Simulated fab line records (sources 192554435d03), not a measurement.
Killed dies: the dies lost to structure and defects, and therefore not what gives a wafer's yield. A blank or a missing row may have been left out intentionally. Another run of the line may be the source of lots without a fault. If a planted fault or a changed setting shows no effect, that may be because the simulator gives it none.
Split-lot experiment | flow n5Finfet | route with 1938 steps; 7 lots, 39 wafers read

== ABOUT THE SPLIT ==
At N5_BEOL_M0_SAQP_ILD_DEP_01 (deposits SiOC from DEMS/O2, target thk 45.419 nm, time 8.7 s), the setting targetThkA was moved away from the recipe's 454.19 angstrom on 18 of the 39 wafers read, by -58.4% to +49.4%. For the rest of the wafers, this setting stayed at what the recipe calls for.

The split's own step is where the reading is taken.

== THE READING ==
SiOC_of_BEOL_M0_SAQP_ILD_DEP_01.thkNm (the simulator's own value, which no gauge read), in nm, at N5_BEOL_M0_SAQP_ILD_DEP_01 (deposits SiOC from DEMS/O2, target thk 45.419 nm, time 8.7 s). There is no usual value for it anywhere in the file. Across the 21 wafers here that went through the recipe, the average is 45.5 nm and the standard deviation 0.53 nm.

wafer  | tool, chamber at the split | targetThkA as run, angstrom | against the recipe | SiOC_of_BEOL_M0_SAQP_ILD_DEP_01.thkNm, nm | against lot-mates on the recipe
L075.1 | pecvd-03, 2                | 454.19                      | recipe             | 44.8                                      | -
L075.2 | pecvd-03, 1                | 678.4                       | +49.4%             | 68                                        | +22.5
L075.3 | pecvd-03, 0                | 678.4                       | +49.4%             | 67.2                                      | +21.7
L075.4 | pecvd-03, 1                | 454.19                      | recipe             | 46                                        | -
L075.5 | pecvd-03, 2                | 678.4                       | +49.4%             | 67.6                                      | +22.1
L075.6 | pecvd-03, 0                | 454.19                      | recipe             | 45.6                                      | -
L078.1 | pecvd-02, 1,2              | 639.1                       | +40.7%             | 63.4                                      | +17.7
L078.3 | pecvd-02, 1,2              | 639.1                       | +40.7%             | 63.4                                      | +17.7
L078.2 | pecvd-02, 0                | 639.1                       | +40.7%             | 63.6                                      | +17.9
L078.4 | pecvd-02, 2                | 454.19                      | recipe             | 45.6                                      | -
L078.5 | pecvd-02, 0                | 454.19                      | recipe             | 46.4                                      | -
L078.6 | pecvd-02, 1                | 454.19                      | recipe             | 45.2                                      | -
L081.1 | pecvd-02, 2                | 454.19                      | recipe             | 44.8                                      | -
L081.2 | pecvd-02, 0                | 454.19                      | recipe             | 46                                        | -
L081.3 | pecvd-02, 1                | 335                         | -26.2%             | 32                                        | -13.5
L081.4 | pecvd-02, 0                | 335                         | -26.2%             | 34.6                                      | -10.9
L081.5 | pecvd-02, 1                | 454.19                      | recipe             | 45.8                                      | -
L081.6 | pecvd-02, 2                | 335                         | -26.2%             | 34                                        | -11.5
L083.3 | pecvd-03, 0                | 454.19                      | recipe             | 45.4                                      | -
L083.5 | pecvd-03, 2                | 454.19                      | recipe             | 44.8                                      | -
L083.6 | pecvd-03, 0                | 454.19                      | recipe             | 45.6                                      | -
L084.1 | pecvd-04, 2                | 189                         | -58.4%             | 17.8                                      | -27.9
L084.2 | pecvd-04, 0                | 189                         | -58.4%             | 18.8                                      | -26.9
L084.3 | pecvd-04, 1                | 189                         | -58.4%             | 19.2                                      | -26.5
L084.4 | pecvd-04, 2                | 454.19                      | recipe             | 45.2                                      | -
L084.5 | pecvd-04, 0                | 454.19                      | recipe             | 45.6                                      | -
L084.6 | pecvd-04, 1                | 454.19                      | recipe             | 46.4                                      | -
L093.1 | pecvd-03, 1                | 647.2                       | +42.5%             | 64.8                                      | +19.4
L093.2 | pecvd-03, 0                | 454.19                      | recipe             | 45                                        | -
L093.3 | pecvd-03, 2                | 647.2                       | +42.5%             | 63.8                                      | +18.4
L093.4 | pecvd-03, 2                | 454.19                      | recipe             | 44.8                                      | -
L093.5 | pecvd-03, 1                | 454.19                      | recipe             | 46.4                                      | -
L093.6 | pecvd-03, 0                | 647.2                       | +42.5%             | 65.8                                      | +20.4
L096.1 | pecvd-04, 2                | 362.7                       | -20.1%             | 34.8                                      | -10.5
L096.5 | pecvd-04, 2                | 362.7                       | -20.1%             | 34.8                                      | -10.5
L096.2 | pecvd-04, 0                | 454.19                      | recipe             | 45                                        | -
L096.3 | pecvd-04, 1                | 362.7                       | -20.1%             | 36.6                                      | -8.7
L096.4 | pecvd-04, 1                | 454.19                      | recipe             | 45.6                                      | -
L096.6 | pecvd-04, 0                | 454.19                      | recipe             | 45.2                                      | -
Rows listing several chambers each stand for several wafers; the file does not say which wafer went through which chamber.

THE FIT
A straight line over all 39 wafers: SiOC_of_BEOL_M0_SAQP_ILD_DEP_01.thkNm changes by +0.455 nm for each +1% of targetThkA; r = +1.00; the points scatter about the line by 0.7 nm.
The same after taking each lot's own level away (the mean of its wafers on the recipe; 39 wafers): +0.456 nm for each +1%; r = +1.00; scatter 0.69 nm.
On that fit, the largest move of targetThkA shifts the reading by 27 nm.
Across the lots, their own levels run from 45.27 to 45.73 nm, a range of 0.9 times the standard deviation given above.
The two slopes agree, so the slope changes little with the lot-to-lot level.
Check: with one of the wafers moved furthest among these (-58.4%) left out of the fit, the line predicts -26.6 nm for it against its lot-mates. It came out at -27.9 nm against them.

== THE FILE'S OWN FIT ==
SiOC_of_BEOL_M0_SAQP_ILD_DEP_01.thkNm changes by +0.455 nm for each +1% of targetThkA, r = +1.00.
